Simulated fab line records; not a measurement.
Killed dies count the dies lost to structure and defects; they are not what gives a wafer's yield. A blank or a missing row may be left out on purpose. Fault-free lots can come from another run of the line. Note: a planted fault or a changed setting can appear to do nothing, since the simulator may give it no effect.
Matching of chambers | flow nandHarc | rieSi-05 running NHARC_A_WL_FILL_ETCHBACK_26: 4 sister chambers
The step etches the open film in HBr, target depth 52 nm, time 13.3 s. 4 wafers are shown with their chamber, then 10 later ones without.

## EACH WAFER AND ITS CHAMBER
wafer  | chamber | drypumpMotorCurrentA (A)
L079.4 | 2       | 4.9
L082.5 | 3       | 6.5
L086.1 | 0       | 5.9
L086.5 | 1       | 5.6

## WAFERS MISSING THEIR CHAMBER
wafer  | drypumpMotorCurrentA (A)
L086.6 | 5.9
L087.1 | 4.9
L087.5 | 5.6
L087.6 | 4.9
L094.3 | 4.9
L094.4 | 6.5
L094.5 | 5.6
L097.4 | 6.5
L097.5 | 4.8
L097.6 | 5.6

## WHICH CHAMBER EACH ONE RAN IN
wafer  | from the rows above | in truth
L086.6 | 0                   | 0
L087.1 | 2                   | 2
L087.5 | 1                   | 1
L087.6 | 2                   | 2
L094.3 | 2                   | 2
L094.4 | 3                   | 3
L094.5 | 1                   | 1
L097.4 | 3                   | 3
L097.5 | 2                   | 2
L097.6 | 1                   | 1
Correct placement for 10 of the 10. Can't be placed from these rows: 0. Number placed wrongly: 0.
How it was worked out, from the rows above alone: a wafer's distance from a chamber is the root of the sum, over the readings, of the square of ((its reading less the chamber's mean) divided by the reading's scatter). If the next closest chamber is less than 2 further off than the closest, the wafer can't be placed; otherwise it belongs to the closest. A chamber's mean is the mean of its shown wafers. The scatter (one wafer shown for each chamber): square how far every hidden wafer sits from the nearest shown wafer, average those squares and take the square root.
